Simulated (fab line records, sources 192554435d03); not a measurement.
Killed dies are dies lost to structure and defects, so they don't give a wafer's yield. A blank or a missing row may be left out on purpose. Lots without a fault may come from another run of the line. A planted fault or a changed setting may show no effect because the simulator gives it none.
fab line records | flow n5_finfet
record lots=24 wafers=72 last_day=20
route steps=1938 shown BEOL_M0@742 BEOL_M1@776
lots that met no fault: from a run of the same line without faults
start_h: hours from the record's first day to the start of the lot's first wafer shown | wait_h: hours since the lot's step before | " the same as in the row above | L1.1+2: a row that stands for several wafers | - no value, or no start given | * or withheld: withheld | < > ~ a bound
route shown NAME@n: a module of which the file shows steps, and the number in the route of the first | usual: mean/standard deviation of fault-free wafers | same: alike in all rows | chamber/n: place in a boat | sites: the reading at each site | _std_site: their standard deviation | _edge_site: outer sites' mean less inner sites' | radius_mm: how far each site lies from the wafer's centre | mask NAME#n: copy n | behind: the tool/chamber that last shaped the wafer | hold: why the lot was held/for how many hours/how that ended | device: the transistor (n, p or np) that didn't switch | end of line: the same wafers' tests at the end of the route | a step without rows: its recipe alone | killed: dies lost to structure and defects at the first sort, not the wafer's yield | map: a wafer's dies, x killed, . not, _ none there
set.NAME: the setting as run; set.NAME@STEP: as run at that earlier step | model.NAME: the simulator's own value behind a step, which no gauge read
steps of the route over a sample of lots; a table a step, a row a wafer
services: from which hour (start_h, from the record's first day; less than 0 if before it) a tool's chamber was out of use, for how many hours, and why
## steps
# step N5_BEOL_M0_ANNEAL_119
# recipe temp_c=225 time_s=90 ambient=N2
# usual wafer_temp_C_max=226.3/0.34
# columns lot.wafer tool chamber start_h wait_h wafer_temp_C_max
L074.2 rtp_anneal-01 0 121.12 0.1 225.8
L074.4 " 0 " " 225.9
L074.6 " 0 " " 226.7
L075.2 rtp_anneal-01 0 127.40 0.7 225.9
L075.4 " 0 " " 226.5
L075.5 " 0 " " 225.8
L076.3 rtp_anneal-02 0 133.53 0.1 226.3
L076.4 " 0 " " 226.7
L076.5 " 0 " " 226.3
L077.1 rtp_anneal-01 0 137.10 0.1 226.0
L077.5 " 0 " " 226.0
L077.6 " 0 " " 225.9
L078.1 rtp_anneal-01 0 142.17 0.1 226.6
L078.4 " 0 " " 226.1
L078.5 " 0 " " 226.1
L079.1 rtp_anneal-02 0 153.70 0.1 226.3
L079.2 " 0 " " 226.9
L079.3 " 0 " " 226.3
L080.1 rtp_anneal-02 0 156.07 0.2 226.7
L080.2 " 0 " " 226.5
L080.4 " 0 " " 226.4
L081.2 rtp_anneal-01 0 160.44 0.1 225.9
L081.3 " 0 " " 226.1
L081.4 " 0 " " 225.9
L083.1 rtp_anneal-02 0 172.64 0.1 226.2
L083.3 " 0 " " 226.8
L083.5 " 0 " " 226.5
L082.3 rtp_anneal-01 0 172.93 0.2 225.8
L082.5 " 0 " " 226.2
L082.6 " 0 " " 226.1
L084.3 rtp_anneal-02 0 187.63 0.1 226.5
L084.5 " 0 " " 226.7
L084.6 " 0 " " 226.1
L085.3 rtp_anneal-02 0 192.22 0.1 226.5
L085.4 " 0 " " 227.2
L085.6 " 0 " " 226.9
L086.2 rtp_anneal-01 0 194.14 0.3 226.3
L086.3 " 0 " " 225.9
L086.5 " 0 " " 225.7
L087.1 rtp_anneal-01 0 204.15 0.2 226.5
L087.2 " 0 " " 225.6
L087.5 " 0 " " 226.1
L088.1 rtp_anneal-01 0 215.85 0.1 225.8
L088.3 " 0 " " 226.0
L088.6 " 0 " " 226.3
L089.2 rtp_anneal-01 0 216.90 0.1 226.2
L089.3 " 0 " " 226.6
L089.5 " 0 " " 225.7
L090.4 rtp_anneal-02 0 219.97 0.2 226.3
L090.5 " 0 " " 226.3
L090.6 " 0 " " 226.4
L092.3 rtp_anneal-01 0 225.08 0.1 226.0
L092.4 " 0 " " 225.7
L092.5 " 0 " " 226.1
L091.2 rtp_anneal-01 0 233.28 0.1 226.3
L091.4 " 0 " " 226.1
L091.6 " 0 " " 226.3
L093.1 rtp_anneal-01 0 235.97 0.1 225.9
L093.2 " 0 " " 226.2
L093.6 " 0 " " 226.0
L094.1 rtp_anneal-01 0 237.53 0.2 225.9
L094.2 " 0 " " 226.3
L094.6 " 0 " " 226.3
L095.2 rtp_anneal-02 0 241.39 0.1 227.1
L095.3 " 0 " " 226.8
L095.6 " 0 " " 226.5
L096.1 rtp_anneal-02 0 249.07 0.1 226.3
L096.2 " 0 " " 225.7
L096.4 " 0 " " 226.8
L097.1 rtp_anneal-02 0 264.80 0.1 226.5
L097.2 " 0 " " 226.6
L097.4 " 0 " " 226.3
# step N5_BEOL_M0_PRE_CLEAN_131
# recipe gas=NH3/H2 time_s=15 temp_c=* rf_power_w=300
# usual heater_power_w=90/11 rf_fwd_power_W=296.0/1.6
# columns lot.wafer tool chamber start_h wait_h heater_power_w rf_fwd_power_W
L074.2 cvd_co-02 2 121.79 0.1 99 295.3
L074.4 " 2 " " 99 294.3
L074.6 " 0 " " 83 297.1
L075.2 cvd_co-01 2 127.98 0.0 100 296.0
L075.4 " 2 " " 100 297.4
L075.5 " 0 " " 100 294.3
L076.3 cvd_co-02 0 134.20 0.1 84 297.7
L076.4 " 2 " " 98 295.8
L076.5 " 0 " " 85 298.8
L077.1 cvd_co-01 0 138.04 0.0 105 295.3
L077.5 " 2 " " 101 295.3
L077.6 " 1 " " 68 296.8
L078.1 cvd_co-02 1 142.82 0.1 83 298.8
L078.4 " 2 " " 102 295.4
L078.5 " 0 " " 85 296.7
L079.1 cvd_co-01 0 154.32 0.0 102 294.7
L079.2 " 2 " " 99 296.1
L079.3 " 1 " " 67 294.9
L080.1 cvd_co-01 1 156.70 0.0 69 297.3
L080.2 " 0 " " 103 295.0
L080.4 " 2 " " 100 296.1
L081.2 cvd_co-01 1 161.03 0.0 67 297.5
L081.3 " 2 " " 101 293.7
L081.4 " 0 " " 103 296.0
L083.1 cvd_co-01 2 173.27 0.0 100 294.3
L083.3 " 1 " " 68 296.1
L083.5 " 2 " " 99 294.2
L082.3 cvd_co-02 2 173.48 0.0 102 294.2
L082.5 " 0 " " 85 297.8
L082.6 " 2 " " 101 292.9
L084.3 cvd_co-02 2 189.64 0.3 100 293.0
L084.5 " 0 " " 85 296.9
L084.6 " 1 " " 83 299.6
L085.3 cvd_co-02 2 192.76 0.0 97 293.3
L085.4 " 1 " " 85 297.1
L085.6 " 2 " " 100 293.8
L086.2 cvd_co-01 1 194.72 0.0 69 296.5
L086.3 " 0 " " 103 295.1
L086.5 " 2 " " 100 295.4
L087.1 cvd_co-02 2 204.78 0.0 100 293.4
L087.2 " 1 " " 82 297.2
L087.5 " 1 " " 85 297.2
L088.1 cvd_co-01 2 216.47 0.0 98 297.1
L088.3 " 0 " " 103 295.7
L088.6 " 2 " " 97 296.3
L089.2 cvd_co-02 0 217.48 0.0 82 296.1
L089.3 " 1 " " 82 298.1
L089.5 " 0 " " 86 296.1
L090.4 cvd_co-02 0 220.49 0.1 83 295.9
L090.5 " 2 " " 101 293.8
L090.6 " 1 " " 87 298.9
L092.3 cvd_co-02 0 225.62 0.0 88 297.0
L092.4 " 0 " " 83 298.5
L092.5 " 2 " " 100 294.5
L091.2 cvd_co-02 2 233.86 0.0 101 293.6
L091.4 " 0 " " 84 297.4
L091.6 " 2 " " 104 293.7
L093.1 cvd_co-02 2 236.64 0.1 99 293.7
L093.2 " 1 " " 84 296.8
L093.6 " 1 " " 84 296.5
L094.1 cvd_co-01 1 238.45 0.0 69 296.5
L094.2 " 2 " " 103 295.8
L094.6 " 2 " " 101 295.9
L095.2 cvd_co-01 2 242.16 0.0 99 296.9
L095.3 " 1 " " 70 294.8
L095.6 " 2 " " 100 295.7
L096.1 cvd_co-02 2 249.71 0.0 101 295.0
L096.2 " 0 " " 85 297.1
L096.4 " 0 " " 84 296.6
L097.1 cvd_co-02 2 265.68 0.3 101 294.0
L097.2 " 0 " " 84 296.8
L097.4 " 1 " " 83 299.9
# step N5_BEOL_M1_CD_MEAS_18
# recipe pitch_nm=36 target_cd_nm=18
# usual cd_nm=18.0/0.31
# columns lot.wafer tool chamber start_h wait_h cd_nm
L074.2 cd_sem-02 - 126.27 0.1 18.0
L074.4 " - " " 18.2
L074.6 " - " " 18.0
L075.2 cd_sem-01 - 130.82 0.1 17.4
L075.4 " - " " 17.5
L075.5 " - " " 17.9
L076.3 cd_sem-02 - 137.33 0.1 18.2
L076.4 " - " " 18.1
L076.5 " - " " 18.0
L077.1 cd_sem-01 - 140.94 0.0 18.2
L077.5 " - " " 18.0
L077.6 " - " " 17.9
L078.1 cd_sem-02 - 144.28 0.0 17.5
L078.4 " - " " 17.6
L078.5 " - " " 17.9
L079.1 cd_sem-03 - 157.32 0.0 18.3
L079.2 " - " " 18.0
L079.3 " - " " 18.0
L080.1 cd_sem-01 - 161.07 0.0 17.9
L080.2 " - " " 17.9
L080.4 " - " " 17.5
L081.2 cd_sem-03 - 162.76 0.1 17.9
L081.3 " - " " 18.0
L081.4 " - " " 18.2
L083.1 cd_sem-03 - 178.31 0.0 18.4
L083.3 " - " " 17.9
L083.5 " - " " 18.0
L082.3 cd_sem-01 - 178.52 0.1 18.1
L082.5 " - " " 17.9
L082.6 " - " " 17.9
L084.3 cd_sem-02 - 192.49 0.1 17.7
L084.5 " - " " 18.1
L084.6 " - " " 17.9
L085.3 cd_sem-02 - 194.76 0.1 18.6
L085.4 " - " " 18.2
L085.6 " - " " 18.0
L086.2 cd_sem-03 - 198.64 0.1 18.4
L086.3 " - " " 18.4
L086.5 " - " " 18.2
L087.1 cd_sem-02 - 206.35 0.0 18.0
L087.2 " - " " 18.1
L087.5 " - " " 17.8
L088.1 cd_sem-01 - 218.01 0.0 17.5
L088.3 " - " " 18.0
L088.6 " - " " 17.4
L089.2 cd_sem-02 - 219.84 0.1 17.9
L089.3 " - " " 17.2
L089.5 " - " " 18.1
L090.4 cd_sem-03 - 224.30 0.1 17.7
L090.5 " - " " 17.7
L090.6 " - " " 18.3
L092.3 cd_sem-02 - 227.40 0.1 17.9
L092.4 " - " " 17.9
L092.5 " - " " 18.3
L091.2 cd_sem-02 - 236.01 0.1 17.7
L091.4 " - " " 18.5
L091.6 " - " " 18.2
L093.1 cd_sem-02 - 238.46 0.0 18.6
L093.2 " - " " 17.6
L093.6 " - " " 17.9
L094.1 cd_sem-01 - 241.24 0.0 17.5
L094.2 " - " " 17.5
L094.6 " - " " 17.5
L095.2 cd_sem-02 - 244.52 0.1 18.6
L095.3 " - " " 18.2
L095.6 " - " " 17.8
L096.1 cd_sem-02 - 254.97 0.0 18.0
L096.2 " - " " 18.1
L096.4 " - " " 17.7
L097.1 cd_sem-02 - 268.75 0.0 18.0
L097.2 " - " " 18.2
L097.4 " - " " 18.0
# step N5_BEOL_M1_ETCH_70
# recipe chemistry=N2/H2 target=SOC target_depth_a=800 overetch_a=160 mask_material=SiARC temp_c=40 time_s=120 ion_energy_ev=200 pressure_mtorr=30 source_w=840 bias_w=150 n2_flow_sccm=200 h2_flow_sccm=200
# usual bias_w=150.0/0.41 drypump_motor_current_A=5.5/0.46 n2_flow_sccm=200.1/0.59 oes_product_au=0.60/0.071 rf_fwd_power_W=834.9/2.7 rf_vpp_V=524.4/2.7 showerhead_plenum_p_Torr=2.55/0.095 throttle_valve_pct=17.63/0.17
# columns lot.wafer tool chamber start_h wait_h bias_w drypump_motor_current_A n2_flow_sccm oes_product_au rf_fwd_power_W rf_hours_counter_h rf_vpp_V showerhead_plenum_p_Torr throttle_valve_pct
L074.2 rie_diel-02 2 129.59 0.0 150.2 5.6 200.5 0.57 834.2 168 527.6 2.64 17.68
L074.4 " 0 " " 150.2 5.0 200.3 0.55 836.9 219 525.5 2.62 17.60
L074.6 " 1 " " 149.7 6.4 200.1 0.60 838.1 - 520.7 2.44 17.78
L075.2 rie_diel-02 1 132.97 0.0 149.1 6.5 200.5 0.60 835.9 113 520.6 2.44 17.77
L075.4 " 3 " " 150.2 6.0 200.7 0.58 834.8 174 521.7 2.41 17.59
L075.5 " 0 " " 149.9 5.0 199.7 0.54 835.3 - 526.5 2.62 17.60
L076.3 rie_diel-05 0 145.70 0.0 150.2 5.5 199.7 0.55 839.9 240 523.9 2.51 17.97
L076.4 " 2 " " 150.3 5.6 200.9 0.52 837.4 235 520.4 2.39 17.78
L076.5 " 0 " " 150.9 5.5 199.8 0.54 838.9 - 521.8 2.51 18.01
L077.1 rie_diel-03 2 155.66 0.0 149.0 5.6 200.3 0.53 837.6 227 526.8 2.62 17.78
L077.5 " 3 " " 150.4 5.2 199.6 0.64 831.9 - 524.0 2.59 17.62
L077.6 " 2 " " 149.7 5.6 200.7 0.52 834.5 - 524.8 2.62 17.79
L078.1 rie_diel-02 3 155.70 0.0 150.7 6.0 200.0 0.57 832.5 181 520.9 2.40 17.59
L078.4 " 0 " " 150.4 5.0 199.9 0.54 834.5 - 526.4 2.61 17.62
L078.5 " 2 " " 149.5 5.6 200.4 0.57 828.4 - 525.6 2.64 17.69
L079.1 rie_diel-03 3 160.32 0.0 149.6 5.2 200.8 0.64 833.8 48 524.6 2.59 17.62
L079.2 " 2 " " 149.5 5.6 200.5 0.53 835.5 228 524.0 2.62 17.78
L079.3 " 0 " " 149.9 5.1 200.0 0.56 836.3 192 526.7 2.62 17.69
L080.1 rie_diel-03 0 166.62 0.0 150.9 5.1 199.6 0.56 834.2 195 526.1 2.62 17.70
L080.2 " 3 " " 149.9 5.1 198.8 0.64 829.4 50 525.2 2.59 17.65
L080.4 " 2 " " 149.9 5.6 199.2 0.52 833.3 - 526.7 2.62 17.75
L081.2 rie_diel-05 3 167.09 0.0 150.0 4.9 201.0 0.54 832.4 217 527.3 2.59 17.62
L081.3 " 0 " " 150.1 5.6 199.2 0.54 836.4 246 523.3 2.50 18.00
L081.4 " 1 " " 149.4 5.5 199.8 0.66 838.5 44 527.5 2.69 17.38
L082.3 rie_diel-02 0 180.42 0.0 149.5 5.1 201.2 0.54 834.9 234 525.5 2.61 17.63
L082.5 " 3 " " 149.7 6.0 200.2 0.57 835.3 - 521.7 2.40 17.63
L082.6 " 2 " " 149.5 5.6 200.1 0.57 828.9 - 526.6 2.63 17.70
L083.1 rie_diel-05 0 180.45 0.0 150.7 5.6 201.1 0.53 834.7 249 522.3 2.50 18.00
L083.3 " 1 " " 150.4 5.5 200.0 0.66 837.5 48 528.2 2.69 17.38
L083.5 " 1 " " 150.2 5.4 199.3 0.66 837.0 - 527.7 2.69 17.40
L084.3 rie_diel-05 3 215.66 0.0 150.1 5.0 200.2 0.52 836.6 232 526.3 2.59 17.64
L084.5 " 0 " " 150.6 5.6 200.0 0.74 834.2 - 524.0 2.50 17.60
L084.6 " 3 " " 150.4 5.0 199.5 0.52 837.1 - 526.5 2.59 17.63
L085.3 rie_diel-02 3 218.92 0.0 150.0 6.0 199.5 0.56 830.0 199 520.7 2.40 17.64
L085.4 " 1 " " 149.7 6.4 200.1 0.58 839.0 137 521.1 2.43 17.80
L085.6 " 0 " " 149.6 5.0 199.7 0.53 832.7 - 527.2 2.61 17.64
L086.2 rie_diel-03 0 229.45 0.0 150.3 5.1 199.4 0.55 835.4 214 525.5 2.61 17.74
L086.3 " 3 " " 149.7 5.2 201.0 0.62 828.8 71 525.0 2.58 17.69
L086.5 " 0 " " 149.7 5.1 199.9 0.53 836.4 - 526.9 2.61 17.73
L087.1 rie_diel-05 3 235.80 0.0 149.5 5.0 200.0 0.52 835.8 239 525.4 2.58 17.63
L087.2 " 1 " " 150.8 5.4 199.8 0.64 838.1 71 527.2 2.68 17.45
L087.5 " 0 " " 150.1 5.5 199.2 0.72 836.1 - 522.6 2.50 17.61
L088.1 rie_diel-03 3 239.61 0.0 150.0 5.2 199.9 0.61 831.6 75 526.8 2.58 17.69
L088.3 " 1 " " 150.5 6.4 200.6 0.70 839.4 15 523.2 2.48 17.25
L088.6 " 1 " " 150.1 6.3 200.3 0.70 839.3 - 523.2 2.48 17.24
L089.2 rie_diel-05 0 239.62 0.0 149.9 5.5 200.0 0.72 837.2 12 522.7 2.50 17.60
L089.3 " 3 " " 150.8 5.0 200.1 0.53 833.8 240 525.4 2.58 17.65
L089.5 " 1 " " 149.6 5.5 201.5 0.64 834.6 - 529.4 2.68 17.45
L090.4 rie_diel-02 3 244.75 0.0 150.4 6.0 200.4 0.55 834.8 - 520.8 2.39 17.66
L090.5 " 1 " " 149.8 6.4 200.5 0.57 838.5 - 521.1 2.43 17.84
L090.6 " 2 " " 150.5 5.6 200.0 0.55 836.8 - 525.6 2.62 17.77
L092.3 rie_diel-02 1 248.55 0.0 149.8 6.4 200.5 0.58 835.1 147 522.5 2.43 17.83
L092.4 " 1 " " 150.5 6.4 200.0 0.58 836.1 - 519.9 2.43 17.84
L092.5 " 2 " " 150.1 5.6 200.7 0.55 832.8 - 523.9 2.62 17.76
L091.2 rie_diel-03 0 256.13 0.0 150.1 5.1 200.2 0.54 833.6 219 526.7 2.61 17.74
L091.4 " 1 " " 150.4 6.4 199.9 0.70 835.5 15 522.0 2.48 17.24
L091.6 " 3 " " 149.6 5.2 199.7 0.61 832.7 - 524.5 2.58 17.68
L095.2 rie_diel-02 3 256.61 0.0 150.1 6.0 199.6 0.55 833.5 217 519.1 2.39 17.66
L095.3 " 2 " " 149.7 5.6 199.5 0.55 829.7 215 527.0 2.62 17.78
L095.6 " 0 " " 150.4 5.0 199.9 0.76 833.3 - 526.0 2.60 17.15
L093.1 rie_diel-05 1 261.41 0.0 149.8 5.4 199.5 0.63 833.7 80 526.8 2.68 17.47
L093.2 " 2 " " 150.3 5.6 200.3 0.72 835.3 8 528.4 2.70 17.47
L093.6 " 1 " " 150.6 5.4 200.1 0.64 832.4 - 529.0 2.68 17.45
L094.1 rie_diel-03 0 264.06 0.0 150.6 5.1 202.0 0.55 833.1 221 525.1 2.61 17.76
L094.2 " 3 " " 149.8 5.2 201.4 0.61 835.1 78 524.3 2.58 17.68
L094.6 " 2 " " 150.7 5.6 199.6 0.75 835.1 - 524.9 2.61 17.41
L096.1 rie_diel-05 3 264.26 0.0 150.2 4.9 200.3 0.52 838.6 249 526.2 2.58 17.66
L096.2 " 1 " " 149.5 5.5 200.5 0.63 835.0 81 528.9 2.68 17.46
L096.4 " 2 " " 149.5 5.6 200.6 0.73 831.5 8 529.0 2.70 17.46
L097.1 rie_diel-02 1 272.26 0.0 150.1 6.5 201.2 0.57 834.2 155 521.2 2.42 17.82
L097.2 " 2 " " 150.6 5.6 199.2 0.55 835.7 218 526.5 2.62 17.77
L097.4 " 0 " " 149.6 5.0 199.6 0.73 835.5 4 524.5 2.60 17.15
# step N5_BEOL_M1_STRIP_97
# recipe chemistry=N2/H2 time_s=10 power_w=450 temp_c=40 pressure_mtorr=20 rf_frequency_hz=6e+07 bias_power_w=7 n2_flow_sccm=200 h2_flow_sccm=200
# usual drypump_motor_current_A=5.5/0.47 n2_flow_sccm=200.0/0.62 oes_product_au=0.78/0.099 rf_vpp_V=59.2/0.88 showerhead_plenum_p_Torr=2.55/0.095 throttle_valve_pct=23.36/0.19
# columns lot.wafer tool chamber start_h wait_h drypump_motor_current_A n2_flow_sccm oes_product_au rf_hours_counter_h rf_vpp_V showerhead_plenum_p_Torr throttle_valve_pct
L074.2 rie_diel-02 2 - - 5.6 198.7 0.76 168 61.0 2.64 23.48
L074.4 " 0 " " 5.0 200.2 0.70 219 60.5 2.61 23.40
L074.6 " 1 " " 6.5 200.1 0.78 - 59.0 2.44 23.51
L075.2 rie_diel-02 1 - - 6.4 199.3 0.79 113 58.4 2.44 23.53
L075.4 " 3 " " 6.0 199.9 0.74 174 58.3 2.40 23.17
L075.5 " 0 " " 5.0 201.2 0.70 - 59.6 2.61 23.38
L076.3 rie_diel-05 0 - - 5.6 200.4 0.71 240 59.1 2.50 23.62
L076.4 " 2 " " 5.6 201.1 0.66 235 59.5 2.39 23.42
L076.5 " 0 " " 5.6 200.1 0.71 - 60.3 2.50 23.62
L077.1 rie_diel-03 2 - - 5.6 199.7 0.69 227 60.4 2.61 23.46
L077.5 " 3 " " 5.2 200.3 0.86 - 59.6 2.59 23.56
L077.6 " 2 " " 5.7 200.3 0.68 - 60.5 2.61 23.46
L078.1 rie_diel-02 3 - - 6.0 200.4 0.74 181 58.6 2.40 23.17
L078.4 " 0 " " 5.0 201.2 0.70 - 57.9 2.61 23.41
L078.5 " 2 " " 5.6 200.8 0.75 - 57.9 2.63 23.52
L079.1 rie_diel-03 3 - - 5.1 199.8 0.84 48 58.7 2.59 23.56
L079.2 " 2 " " 5.6 200.6 0.69 228 58.6 2.61 23.48
L079.3 " 0 " " 5.1 199.5 0.72 192 59.7 2.62 23.39
L080.1 rie_diel-03 0 - - 5.1 200.2 0.72 195 58.0 2.61 23.40
L080.2 " 3 " " 5.1 201.0 0.83 51 60.0 2.59 23.56
L080.4 " 2 " " 5.6 199.4 0.68 - 58.9 2.61 23.48
L081.2 rie_diel-05 3 - - 4.9 199.9 0.70 217 58.5 2.59 23.23
L081.3 " 0 " " 5.6 200.1 0.71 246 58.7 2.50 23.63
L081.4 " 1 " " 5.4 200.5 0.88 44 60.8 2.69 23.03
L082.3 rie_diel-02 0 - - 5.0 200.6 0.68 234 58.8 2.61 23.44
L082.5 " 3 " " 6.0 199.3 0.73 - 58.5 2.40 23.20
L082.6 " 2 " " 5.5 200.2 0.74 - 60.3 2.63 23.52
L083.1 rie_diel-05 0 - - 5.5 199.6 0.71 250 58.6 2.50 23.63
L083.3 " 1 " " 5.4 200.1 0.88 48 58.6 2.69 23.04
L083.5 " 1 " " 5.4 199.5 0.88 - 59.2 2.69 23.04
L084.3 rie_diel-05 3 - - 5.0 199.7 0.69 232 58.5 2.58 23.23
L084.5 " 0 " " 5.6 199.4 0.99 - 60.1 2.50 23.35
L084.6 " 3 " " 4.9 199.9 0.69 - 59.4 2.58 23.24
L085.3 rie_diel-02 3 - - 6.0 200.6 0.73 199 60.4 2.39 23.20
L085.4 " 1 " " 6.4 199.4 0.77 137 57.8 2.43 23.57
L085.6 " 0 " " 5.0 200.0 0.68 - 57.2 2.60 23.44
L086.2 rie_diel-03 0 - - 5.1 200.6 0.71 214 57.8 2.61 23.41
L086.3 " 3 " " 5.2 201.1 0.82 71 58.4 2.58 23.60
L086.5 " 0 " " 5.1 200.5 0.70 - 59.7 2.61 23.43
L087.1 rie_diel-05 3 - - 5.0 200.5 0.68 239 58.6 2.58 23.25
L087.2 " 1 " " 5.4 199.1 0.84 71 58.6 2.68 23.08
L087.5 " 0 " " 5.6 200.7 0.96 - 58.5 2.49 23.38
L088.1 rie_diel-03 3 - - 5.2 199.3 0.81 75 58.6 2.58 23.61
L088.3 " 1 " " 6.4 199.8 0.91 15 59.0 2.48 23.09
L088.6 " 1 " " 6.4 199.8 0.91 - 58.1 2.48 23.09
L089.2 rie_diel-05 0 - - 5.6 200.9 0.96 12 59.8 2.49 23.37
L089.3 " 3 " " 5.0 199.4 0.68 241 59.4 2.58 23.25
L089.5 " 1 " " 5.4 200.0 0.83 - 58.9 2.68 23.08
L090.4 rie_diel-02 3 - - 6.0 198.4 0.71 - 58.1 2.39 23.22
L090.5 " 1 " " 6.5 201.0 0.75 - 57.0 2.42 23.57
L090.6 " 2 " " 5.6 199.4 0.72 - 60.0 2.62 23.56
L092.3 rie_diel-02 1 - - 6.5 200.6 0.75 147 58.5 2.42 23.56
L092.4 " 1 " " 6.4 199.4 0.75 - 58.6 2.42 23.58
L092.5 " 2 " " 5.6 201.3 0.72 - 60.0 2.62 23.54
L091.2 rie_diel-03 0 - - 5.1 199.9 0.70 219 59.5 2.60 23.43
L091.4 " 1 " " 6.4 199.6 0.92 16 59.1 2.48 23.09
L091.6 " 3 " " 5.2 200.6 0.80 - 59.3 2.58 23.58
L095.2 rie_diel-02 3 - - 6.0 198.1 0.71 217 58.9 2.38 23.23
L095.3 " 2 " " 5.6 200.1 0.71 215 59.6 2.62 23.56
L095.6 " 0 " " 5.0 199.1 1.00 - 60.4 2.60 22.93
L093.1 rie_diel-05 1 - - 5.5 200.6 0.83 81 59.5 2.67 23.09
L093.2 " 2 " " 5.6 199.4 0.98 8 60.0 2.70 23.32
L093.6 " 1 " " 5.5 200.7 0.83 - 59.2 2.67 23.10
L094.1 rie_diel-03 0 - - 5.1 200.0 0.71 221 60.2 2.60 23.44
L094.2 " 3 " " 5.2 199.6 0.81 78 58.0 2.57 23.58
L094.6 " 2 " " 5.6 199.7 0.98 - 59.4 2.60 23.25
L096.1 rie_diel-05 3 - - 4.9 199.9 0.68 249 60.6 2.57 23.27
L096.2 " 1 " " 5.5 200.2 0.83 81 58.8 2.67 23.08
L096.4 " 2 " " 5.6 199.7 0.97 8 59.0 2.70 23.30
L097.1 rie_diel-02 1 - - 6.4 201.0 0.74 155 59.0 2.42 23.60
L097.2 " 2 " " 5.6 200.0 0.72 218 60.1 2.62 23.54
L097.4 " 0 " " 5.0 200.2 0.96 4 58.7 2.60 22.93
# step N5_BEOL_M1_ANNEAL_93
# recipe temp_c=400 time_s=240 ambient=vacuum
# usual heater_power_w=856/83
# columns lot.wafer tool chamber start_h wait_h heater_power_w
L074.2 pvd_sputter-02 - 132.61 0.0 885
L074.4 " - " " 820
L074.6 " - " " 814
L075.2 pvd_sputter-03 - 135.78 0.0 807
L075.4 " - " " 1039
L075.5 " - " " 811
L076.3 pvd_sputter-03 - 148.96 0.0 822
L076.4 " - " " 1029
L076.5 " - " " 800
L077.1 pvd_sputter-02 - 158.76 0.0 833
L077.5 " - " " 913
L077.6 " - " " 832
L078.1 pvd_sputter-03 - 160.45 0.0 1035
L078.4 " - " " 740
L078.5 " - " " 794
L079.1 pvd_sputter-03 - 163.59 0.0 1007
L079.2 " - " " 828
L079.3 " - " " 734
L080.1 pvd_sputter-02 - 169.87 0.0 799
L080.2 " - " " 837
L080.4 " - " " 945
L081.2 pvd_sputter-03 - 172.01 0.0 731
L081.3 " - " " 1003
L081.4 " - " " 738
L082.3 pvd_sputter-03 - 183.34 0.0 734
L082.5 " - " " 739
L082.6 " - " " 815
L083.1 pvd_sputter-02 - 184.34 0.0 878
L083.3 " - " " 835
L083.5 " - " " 806
L084.3 pvd_sputter-02 - 218.26 0.0 798
L084.5 " - " " 962
L084.6 " - " " 796
L085.3 pvd_sputter-02 - 221.75 0.0 786
L085.4 " - " " 904
L085.6 " - " " 844
L086.2 pvd_sputter-02 - 232.02 0.0 939
L086.3 " - " " 812
L086.5 " - " " 790
L087.1 pvd_sputter-02 - 238.72 0.0 806
L087.2 " - " " 829
L087.5 " - " " 799
L088.1 pvd_sputter-01 - 242.65 0.0 835
L088.3 " - " " 882
L088.6 " - " " 822
L089.2 pvd_sputter-03 - 244.36 0.0 825
L089.3 " - " " 795
L089.5 " - " " 746
L090.4 pvd_sputter-03 - 247.85 0.0 806
L090.5 " - " " 819
L090.6 " - " " 1013
L092.3 pvd_sputter-02 - 252.76 0.0 936
L092.4 " - " " 869
L092.5 " - " " 949
L091.2 pvd_sputter-01 - 259.34 0.0 807
L091.4 " - " " 707
L091.6 " - " " 710
L093.1 pvd_sputter-02 - 263.98 0.0 840
L093.2 " - " " 907
L093.6 " - " " 803
L094.1 pvd_sputter-02 - 266.69 0.0 832
L094.2 " - " " 892
L094.6 " - " " 946
L096.1 pvd_sputter-02 - 268.57 0.0 892
L096.2 " - " " 765
L096.4 " - " " 967
L095.2 pvd_sputter-01 - 272.08 0.0 878
L095.3 " - " " 826
L095.6 " - " " 836
L097.1 pvd_sputter-02 - 275.26 0.0 943
L097.2 " - " " 770
L097.4 " - " " 823
## services
# columns tool chamber start_h hours kind
cvd_co-02 0 106.94 2.7 repair
rie_diel-03 - 107.77 2.8 pm
rie_diel-02 1 125.47 2.9 repair
pvd_sputter-01 - 133.60 1.9 repair
pvd_sputter-01 - 143.27 4.6 repair
cvd_co-01 - 152.87 1.3 repair
rie_diel-05 - 154.02 2.8 pm
rie_diel-02 1 154.53 9.8 repair
rie_diel-05 3 171.94 12.6 repair
rie_diel-05 0 184.97 - clean
rie_diel-05 0 184.97 - consumable_replace:focus_ring
rie_diel-05 0 184.97 23.1 scheduled_down
cvd_co-01 - 185.44 6.9 pm
cvd_co-01 1 196.74 8.7 repair
rie_diel-03 0 202.03 2.2 repair
rie_diel-02 1 229.90 7.5 repair
rie_diel-02 0 237.40 - clean
rie_diel-02 0 237.40 - consumable_replace:focus_ring
rie_diel-02 0 237.40 18.5 scheduled_down
rie_diel-02 0 237.40 18.5 vent_cycle
cvd_co-02 - 251.00 6.0 pm
cvd_co-02 - 264.18 0.8 repair
rie_diel-05 1 270.40 3.0 repair
rie_diel-02 0 274.42 7.1 repair
## key
fault none
